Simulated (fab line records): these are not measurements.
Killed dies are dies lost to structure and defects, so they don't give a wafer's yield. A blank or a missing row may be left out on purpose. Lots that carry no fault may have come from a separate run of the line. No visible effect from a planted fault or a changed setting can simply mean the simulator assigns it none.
Which tool was responsible? + flow n5_finfet + 11 lots, 33 wafers sampled, at 3 steps of a route of 1938

== WHAT THE GAUGES READ, wafer by wafer ==
N5_PASSIVATION_CD_MEAS_30 targets a cd of 4000 nm. Usual: cd_nm 3999.8 nm, standard deviation 1.5.
| lot  | measured     | on        | cd_nm (nm)           | flag |
|------|--------------|-----------|----------------------|------|
| L413 | day 14 20:25 | cd_sem-02 | 3998.6 4000.2 3998.0 |      |
| L415 | day 14 23:36 | cd_sem-01 | 4000.6 3998.8 4000.0 |      |
| L418 | day 15 23:05 | cd_sem-03 | 3999.5 3998.6 3998.1 |      |
| L420 | day 15 19:53 | cd_sem-02 | 3997.1 3997.3 3998.4 |      |
| L421 | day 16 04:39 | cd_sem-01 | 4000.7 3999.3 4000.5 |      |
| L422 | day 16 04:16 | cd_sem-02 | 3999.7 3999.2 3998.7 |      |
| L423 | day 16 20:04 | cd_sem-02 | 3999.7 3998.5 4001.3 |      |
| L424 | day 17 02:44 | cd_sem-03 | 3999.0 3999.4 4000.8 |      |
| L427 | day 18 03:47 | cd_sem-01 | 3999.8 3999.6 3999.8 |      |
| L430 | day 18 22:29 | cd_sem-01 | 4000.5 4002.3 3999.3 |      |
| L432 | day 20 17:46 | cd_sem-03 | 3998.2 3997.8 4000.0 |      |

== TOOL THAT RAN EACH LOT (tool first, then ch and the chambers of the sampled wafers, then the start) ==
| lot  | N5_HKMG_FIN_ETCH_35                | N5_PASSIVATION_PECVD_01         |
|------|------------------------------------|---------------------------------|
| L413 | rie_diel-01 ch 0,1,2, day 4 13:06  | pecvd-03 ch 0,1, day 14 14:50   |
| L415 | rie_diel-04 ch 1,2, day 4 22:14    | pecvd-01 ch 1,2, day 14 17:40   |
| L418 | rie_diel-01 ch 1,2,3, day 5 14:57  | pecvd-02 ch 0,1,2, day 15 20:56 |
| L420 | rie_diel-04 ch 1,3, day 6 05:14    | pecvd-01 ch 1,2, day 15 15:11   |
| L421 | rie_diel-01 ch 0,1, day 6 10:34    | pecvd-02 ch 0,2, day 16 02:04   |
| L422 | rie_diel-04 ch 1,2, day 6 14:41    | pecvd-03 ch 0,2, day 16 00:43   |
| L423 | rie_diel-06 ch 0,1,3, day 6 21:40  | pecvd-03 ch 0,2, day 16 15:58   |
| L424 | rie_diel-01 ch 0,2, day 7 07:44    | pecvd-01 ch 0,2, day 16 22:26   |
| L427 | rie_diel-01 ch 1,2, day 8 00:52    | pecvd-03 ch 0,1, day 18 00:21   |
| L430 | rie_diel-01 ch 1,2, day 9 07:13    | pecvd-03 ch 1,2, day 18 18:34   |
| L432 | rie_diel-01 ch 0,1,3, day 11 04:22 | pecvd-03 ch 0,1, day 20 15:43   |
- N5_HKMG_FIN_ETCH_35: etches SOC in N2/H2, target depth 215.8 nm, time 243.4 s.
- N5_PASSIVATION_PECVD_01: deposits SiNx from SiH4/NH3/N2, target thk 200 nm, time 43.2 s.

== AS READ BY THE TOOLS THEMSELVES (means over the sampled wafers that have a number; for cases with no such wafer, the mark the record gives instead) ==
N5_HKMG_FIN_ETCH_35. Usual: drypump_motor_current_A 5.8 A, standard deviation 0.38; oes_product_au 0.80 a.u., standard deviation 0.059; rf_vpp_V 141.8 V, standard deviation 0.96; showerhead_plenum_p_Torr 2.57 Torr, standard deviation 0.068; throttle_valve_pct 17.87 %, standard deviation 0.21.
| lot  | tool        | drypump_motor_current_A (A) | oes_product_au (a.u.) | rf_vpp_V (V) | showerhead_plenum_p_Torr (Torr) | throttle_valve_pct (%) | flag |
|------|-------------|-----------------------------|-----------------------|--------------|---------------------------------|------------------------|------|
| L413 | rie_diel-01 | 5.9                         | 0.88                  | 141.6        | 2.59                            | 17.83                  |      |
| L415 | rie_diel-04 | 5.4                         | 0.77                  | 141.6        | 2.62                            | 18.05                  |      |
| L418 | rie_diel-01 | 5.9                         | 0.84                  | 140.5        | 2.54                            | 17.85                  |      |
| L420 | rie_diel-04 | 5.7                         | 0.80                  | 141.6        | 2.59                            | 17.47                  |      |
| L421 | rie_diel-01 | 5.7                         | 0.85                  | 142.6        | 2.65                            | 17.86                  |      |
| L422 | rie_diel-04 | 5.4                         | 0.75                  | 142.1        | 2.61                            | 18.08                  |      |
| L423 | rie_diel-06 | 5.8                         | 0.80                  | 141.6        | 2.55                            | 17.90                  |      |
| L424 | rie_diel-01 | 6.1                         | 0.85                  | 141.2        | 2.55                            | 17.89                  |      |
| L427 | rie_diel-01 | 6.1                         | 0.85                  | 141.8        | 2.50                            | 17.87                  |      |
| L430 | rie_diel-01 | 6.1                         | 0.84                  | 141.5        | 2.50                            | 17.89                  |      |
| L432 | rie_diel-01 | 5.7                         | 0.79                  | 142.0        | 2.60                            | 17.93                  |      |

N5_PASSIVATION_PECVD_01. Usual: heater_power_w 371 W, standard deviation 100; showerhead_plenum_p_Torr 8.65 Torr, standard deviation 0.096; throttle_valve_pct 28.8 %, standard deviation 1.3.
| lot  | tool     | heater_power_w (W) | showerhead_plenum_p_Torr (Torr) | throttle_valve_pct (%) | flag |
|------|----------|--------------------|---------------------------------|------------------------|------|
| L413 | pecvd-03 | 453                | 8.62                            | 30.0                   |      |
| L415 | pecvd-01 | 450                | 8.57                            | 29.2                   |      |
| L418 | pecvd-02 | 288                | 8.71                            | 28.2                   |      |
| L420 | pecvd-01 | 351                | 8.55                            | 29.0                   |      |
| L421 | pecvd-02 | 233                | 8.77                            | 28.2                   |      |
| L422 | pecvd-03 | 415                | 8.63                            | 27.8                   |      |
| L423 | pecvd-03 | 400                | 8.67                            | 28.9                   |      |
| L424 | pecvd-01 | 501                | 8.61                            | 30.2                   |      |
| L427 | pecvd-03 | 420                | 8.66                            | 30.2                   |      |
| L430 | pecvd-03 | 401                | 8.60                            | 27.9                   |      |
| L432 | pecvd-03 | 444                | 8.66                            | 30.3                   |      |

== THE ANSWER, worked out from the rows above alone ==
Rule: a lot is off if the mean of its wafers that have a number lies more than 3 standard deviations from the usual mean. Also off: a lot with no number at a reading for which 4 or more lots have one. Any other lot the step has rows for is counted as sound. First the gauges in route order, then the tools' own readings, where a lot's mean is used as printed above. At the first step where some lot is off, the reading lying furthest off is the one used; lots without a number count as furthest.
No lot is off on any of the readings shown, so nothing can be concluded from this.

== WHAT THE SIMULATOR HAD PUT IN ==
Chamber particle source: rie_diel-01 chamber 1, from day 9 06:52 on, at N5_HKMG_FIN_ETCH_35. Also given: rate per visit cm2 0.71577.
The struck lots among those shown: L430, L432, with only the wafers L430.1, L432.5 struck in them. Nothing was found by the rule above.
